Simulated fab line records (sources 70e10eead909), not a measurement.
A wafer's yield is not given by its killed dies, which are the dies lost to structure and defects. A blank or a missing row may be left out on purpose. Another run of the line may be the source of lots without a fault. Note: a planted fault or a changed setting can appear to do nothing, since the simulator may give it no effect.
The tool behind it: which one? :: flow nandHarc :: 13 lots with 39 wafers sampled at 5 steps, on a route of 1302 steps

## WHAT THE GAUGES SHOWED, per wafer
NHARC_A_CONTACT_OVL_MEAS_09.
lot: L964
measured: day 21 20:37
on: overlay-02
overlayXNm (nm): -0.1 -0.1 0.2
overlayYNm (nm): -1.2 -0.9 -1.7

lot: L965
measured: day 22 21:05
on: overlay-02
overlayXNm (nm): 1.0 1.7 1.5
overlayYNm (nm): -0.1 0.6 0.1

lot: L966
measured: day 22 22:49
on: overlay-02
overlayXNm (nm): 0.1 0.5 -0.2
overlayYNm (nm): 0.6 1.1 0.3

lot: L968
measured: day 23 13:54
on: overlay-02
overlayXNm (nm): -0.9 0.0 -0.5
overlayYNm (nm): -1.1 -0.8 -1.2

lot: L971
measured: day 24 14:07
on: overlay-02
overlayXNm (nm): -0.2 0.2 -0.2
overlayYNm (nm): -0.6 -1.3 -1.5

lot: L976
measured: day 26 20:26
on: overlay-01
overlayXNm (nm): -1.5 -1.2 -1.0
overlayYNm (nm): -1.2 -1.0 -1.2

lot: L975
measured: day 27 06:20
on: overlay-01
overlayXNm (nm): -1.8 -2.0 -1.7
overlayYNm (nm): 1.2 0.6 1.4

lot: L977
measured: day 27 08:44
on: overlay-01
overlayXNm (nm): 0.9 0.4 1.3
overlayYNm (nm): 1.5 1.7 1.6

lot: L984
measured: day 30 09:04
on: overlay-01
overlayXNm (nm): 0.7 1.2 1.4
overlayYNm (nm): 0.1 0.0 0.7

lot: L983
measured: day 30 09:40
on: overlay-01
overlayXNm (nm): -1.2 -1.2 -1.0
overlayYNm (nm): 1.2 1.1 0.3

lot: L985
measured: day 30 14:22
on: overlay-01
overlayXNm (nm): -1.4 -0.8 -1.1
overlayYNm (nm): -0.3 -0.8 0.1

lot: L986
measured: day 31 16:31
on: overlay-01
overlayXNm (nm): 2.0 1.4 1.3
overlayYNm (nm): 1.0 1.3 1.5

lot: L987
measured: day 32 14:49
on: overlay-02
overlayXNm (nm): 1.7 1.2 1.3
overlayYNm (nm): 1.4 1.5 1.1

NHARC_END_SORT_01.
lot: L971
measured: day 31 10:41
on: prober-02
killedAtArray: 82
killedAtOther: 4
killedAtPeriphery: 0
killedDies: 86
killedOpen: 2
killedShort: 7

lot: L976
measured: day 31 16:52
on: prober-02
killedAtArray: 668 674 673
killedAtOther: 1 0 0
killedAtPeriphery: 8 3 4
killedDies: 677 677 677
killedOpen: 6 3 6
killedShort: 2 3 1

lot: L975
measured: day 32 01:22
on: prober-01
killedAtArray: 670 665 675
killedAtOther: 1 1 1
killedAtPeriphery: 6 11 1
killedDies: 677 677 677
killedOpen: 2 2 4
killedShort: 1 2 5

lot: L977
measured: day 32 00:43
on: prober-02
killedAtArray: 674 674 674
killedAtOther: 2 1 1
killedAtPeriphery: 1 2 2
killedDies: 677 677 677
killedOpen: 1 2 1
killedShort: 1 0 2

## EACH LOT AND THE TOOL THAT RAN IT (in order: tool; ch and the chambers of the sampled wafers; start)
lot: L964
NHARC_A_CONTACT_ETCH_134: harCapEtch-02 ch 0,1, day 21 21:50
NHARC_A_CONTACT_ETCH_135: harCapEtch-02 ch 0,1, day 21 22:06
NHARC_A_CONTACT_ETCH_136: harCapEtch-02 ch 0,1, day 21 22:28

lot: L965
NHARC_A_CONTACT_ETCH_134: harCapEtch-02 ch 1, day 22 23:43
NHARC_A_CONTACT_ETCH_135: harCapEtch-02 ch 1, day 22 23:56
NHARC_A_CONTACT_ETCH_136: harCapEtch-02 ch 1, day 23 00:13

lot: L966
NHARC_A_CONTACT_ETCH_134: harCapEtch-01 ch 0,1, day 23 00:02
NHARC_A_CONTACT_ETCH_135: harCapEtch-01 ch 0,1, day 23 00:14
NHARC_A_CONTACT_ETCH_136: harCapEtch-01 ch 0,1, day 23 00:30

lot: L968
NHARC_A_CONTACT_ETCH_134: harCapEtch-03 ch 0,1, day 23 15:14
NHARC_A_CONTACT_ETCH_135: harCapEtch-03 ch 0,1, day 23 15:28
NHARC_A_CONTACT_ETCH_136: harCapEtch-03 ch 0,1, day 23 15:44

lot: L971
NHARC_A_CONTACT_ETCH_134: harCapEtch-03 ch 0,1, day 24 15:20
NHARC_A_CONTACT_ETCH_135: harCapEtch-03 ch 0,1, day 24 15:32
NHARC_A_CONTACT_ETCH_136: harCapEtch-03 ch 0,1, day 24 15:48

lot: L976
NHARC_A_CONTACT_ETCH_134: harCapEtch-03 ch 0, day 26 21:45
NHARC_A_CONTACT_ETCH_135: harCapEtch-03 ch 0, day 26 21:57
NHARC_A_CONTACT_ETCH_136: harCapEtch-03 ch 0, day 26 22:13

lot: L975
NHARC_A_CONTACT_ETCH_134: harCapEtch-03 ch 0,1, day 27 07:49
NHARC_A_CONTACT_ETCH_135: harCapEtch-03 ch 0,1, day 27 08:01
NHARC_A_CONTACT_ETCH_136: harCapEtch-03 ch 0,1, day 27 08:17

lot: L977
NHARC_A_CONTACT_ETCH_134: harCapEtch-01 ch 0,1, day 27 09:57
NHARC_A_CONTACT_ETCH_135: harCapEtch-01 ch 0,1, day 27 10:09
NHARC_A_CONTACT_ETCH_136: harCapEtch-01 ch 0,1, day 27 10:26

lot: L984
NHARC_A_CONTACT_ETCH_134: harCapEtch-03 ch 0,1, day 30 10:17
NHARC_A_CONTACT_ETCH_135: harCapEtch-03 ch 0,1, day 30 10:29
NHARC_A_CONTACT_ETCH_136: harCapEtch-03 ch 0,1, day 30 10:46

lot: L983
NHARC_A_CONTACT_ETCH_134: harCapEtch-01 ch 0,1, day 30 10:53
NHARC_A_CONTACT_ETCH_135: harCapEtch-01 ch 0,1, day 30 11:05
NHARC_A_CONTACT_ETCH_136: harCapEtch-01 ch 0,1, day 30 11:22

lot: L985
NHARC_A_CONTACT_ETCH_134: harCapEtch-02 ch 1, day 30 15:50
NHARC_A_CONTACT_ETCH_135: harCapEtch-02 ch 1, day 30 16:04
NHARC_A_CONTACT_ETCH_136: harCapEtch-02 ch 1, day 30 16:20

lot: L986
NHARC_A_CONTACT_ETCH_134: harCapEtch-03 ch 0,1, day 31 17:48
NHARC_A_CONTACT_ETCH_135: harCapEtch-03 ch 0,1, day 31 18:01
NHARC_A_CONTACT_ETCH_136: harCapEtch-03 ch 0,1, day 31 18:17

lot: L987
NHARC_A_CONTACT_ETCH_134: harCapEtch-03 ch 0,1, day 32 16:02
NHARC_A_CONTACT_ETCH_135: harCapEtch-03 ch 0,1, day 32 16:14
NHARC_A_CONTACT_ETCH_136: harCapEtch-03 ch 0,1, day 32 16:30
- NHARC_A_CONTACT_ETCH_134: etches the open film in C4F8/O2/Ar, time 140 s, target depth 700 nm.
- NHARC_A_CONTACT_ETCH_135: etches the open film in C4F8/O2/Ar, time 311 s, target depth 1912 nm.
- NHARC_A_CONTACT_ETCH_136: etches the open film in C4F8/O2/Ar, time 311 s, target depth 1912 nm.

## AS READ BY THE TOOLS THEMSELVES (means over the sampled wafers that have a number; for cases with no such wafer, the mark the record gives instead)
NHARC_A_CONTACT_ETCH_134.
lot: L964
tool: harCapEtch-02
chamberPressureMTorr (mTorr): 20.006
oesAirLineAu (a.u.): 1.006

lot: L965
tool: harCapEtch-02
chamberPressureMTorr (mTorr): 20.001
oesAirLineAu (a.u.): 1.014

lot: L966
tool: harCapEtch-01
chamberPressureMTorr (mTorr): 20.006
oesAirLineAu (a.u.): 0.995

lot: L968
tool: harCapEtch-03
chamberPressureMTorr (mTorr): 20.017
oesAirLineAu (a.u.): 0.995

lot: L971
tool: harCapEtch-03
chamberPressureMTorr (mTorr): 19.990
oesAirLineAu (a.u.): 0.997

lot: L976
tool: harCapEtch-03
chamberPressureMTorr (mTorr): 19.999
oesAirLineAu (a.u.): 1.006

lot: L975
tool: harCapEtch-03
chamberPressureMTorr (mTorr): 20.000
oesAirLineAu (a.u.): 0.978

lot: L977
tool: harCapEtch-01
chamberPressureMTorr (mTorr): 19.989
oesAirLineAu (a.u.): 0.994

lot: L984
tool: harCapEtch-03
chamberPressureMTorr (mTorr): 20.000
oesAirLineAu (a.u.): 0.998

lot: L983
tool: harCapEtch-01
chamberPressureMTorr (mTorr): 20.015
oesAirLineAu (a.u.): 0.991

lot: L985
tool: harCapEtch-02
chamberPressureMTorr (mTorr): 19.981
oesAirLineAu (a.u.): 0.997

lot: L986
tool: harCapEtch-03
chamberPressureMTorr (mTorr): 20.004
oesAirLineAu (a.u.): 0.983

lot: L987
tool: harCapEtch-03
chamberPressureMTorr (mTorr): 20.014
oesAirLineAu (a.u.): 1.005

NHARC_A_CONTACT_ETCH_135.
lot: L964
tool: harCapEtch-02
chamberPressureMTorr (mTorr): 19.990
oesAirLineAu (a.u.): 0.990

lot: L965
tool: harCapEtch-02
chamberPressureMTorr (mTorr): 20.010
oesAirLineAu (a.u.): 0.989

lot: L966
tool: harCapEtch-01
chamberPressureMTorr (mTorr): 19.998
oesAirLineAu (a.u.): 1.004

lot: L968
tool: harCapEtch-03
chamberPressureMTorr (mTorr): 20.005
oesAirLineAu (a.u.): 0.993

lot: L971
tool: harCapEtch-03
chamberPressureMTorr (mTorr): 19.988
oesAirLineAu (a.u.): 0.991

lot: L976
tool: harCapEtch-03
chamberPressureMTorr (mTorr): -
oesAirLineAu (a.u.): -

lot: L975
tool: harCapEtch-03
chamberPressureMTorr (mTorr): -
oesAirLineAu (a.u.): -

lot: L977
tool: harCapEtch-01
chamberPressureMTorr (mTorr): -
oesAirLineAu (a.u.): -

lot: L984
tool: harCapEtch-03
chamberPressureMTorr (mTorr): 20.000
oesAirLineAu (a.u.): 0.993

lot: L983
tool: harCapEtch-01
chamberPressureMTorr (mTorr): 19.995
oesAirLineAu (a.u.): 1.000

lot: L985
tool: harCapEtch-02
chamberPressureMTorr (mTorr): 19.991
oesAirLineAu (a.u.): 0.978

lot: L986
tool: harCapEtch-03
chamberPressureMTorr (mTorr): 20.007
oesAirLineAu (a.u.): 1.001

lot: L987
tool: harCapEtch-03
chamberPressureMTorr (mTorr): 20.002
oesAirLineAu (a.u.): 0.977

NHARC_A_CONTACT_ETCH_136.
lot: L964
tool: harCapEtch-02
chamberPressureMTorr (mTorr): 20.001
oesAirLineAu (a.u.): 1.015

lot: L965
tool: harCapEtch-02
chamberPressureMTorr (mTorr): 20.003
oesAirLineAu (a.u.): 0.974

lot: L966
tool: harCapEtch-01
chamberPressureMTorr (mTorr): 20.012
oesAirLineAu (a.u.): 1.000

lot: L968
tool: harCapEtch-03
chamberPressureMTorr (mTorr): 19.986
oesAirLineAu (a.u.): 0.996

lot: L971
tool: harCapEtch-03
chamberPressureMTorr (mTorr): 20.006
oesAirLineAu (a.u.): 1.014

lot: L976
tool: harCapEtch-03
chamberPressureMTorr (mTorr): 20.008
oesAirLineAu (a.u.): 0.994

lot: L975
tool: harCapEtch-03
chamberPressureMTorr (mTorr): 19.995
oesAirLineAu (a.u.): 0.993

lot: L977
tool: harCapEtch-01
chamberPressureMTorr (mTorr): 19.997
oesAirLineAu (a.u.): 1.006

lot: L984
tool: harCapEtch-03
chamberPressureMTorr (mTorr): 20.001
oesAirLineAu (a.u.): 0.995

lot: L983
tool: harCapEtch-01
chamberPressureMTorr (mTorr): 19.993
oesAirLineAu (a.u.): 1.008

lot: L985
tool: harCapEtch-02
chamberPressureMTorr (mTorr): 19.992
oesAirLineAu (a.u.): 1.002

lot: L986
tool: harCapEtch-03
chamberPressureMTorr (mTorr): 20.004
oesAirLineAu (a.u.): 0.991

lot: L987
tool: harCapEtch-03
chamberPressureMTorr (mTorr): 19.992
oesAirLineAu (a.u.): 0.999

## THE ANSWER, worked out from the rows above alone
Rule: the usual values come from the lots themselves. The widest of any qualifying gaps counts: lots, ordered by their means at a reading, are off when they make up no more than a third of the lots, leave a main group of 4 or more, and stand apart from it by 3 or more times the standard deviation of that group's means. A main group whose means are all the same, to the digits that the tables above print for the reading, isn't used. A lot without any number at a reading at which 4 lots or more have one is off too. All remaining lots with rows at the step are treated as sound. After the gauges, taken in route order, come the tools' own readings; for these a lot's mean is taken, as printed above. The first step at which some lot is off is used, and at that step the reading that is off furthest; a lot without a number counts as furthest.
Off: L976, L975, L977 (NHARC_A_CONTACT_ETCH_135, chamberPressureMTorr). Without a number there: L976, L975, L977. The main group: mean 19.999 mTorr, standard deviation 0.0072.
If a tool, at that step or one of the process steps before it, ran each lot that is off and ran no sound lot following the first of them, it fits. No candidate that was tried fits.

## WHAT THE SIMULATOR HAD INSERTED
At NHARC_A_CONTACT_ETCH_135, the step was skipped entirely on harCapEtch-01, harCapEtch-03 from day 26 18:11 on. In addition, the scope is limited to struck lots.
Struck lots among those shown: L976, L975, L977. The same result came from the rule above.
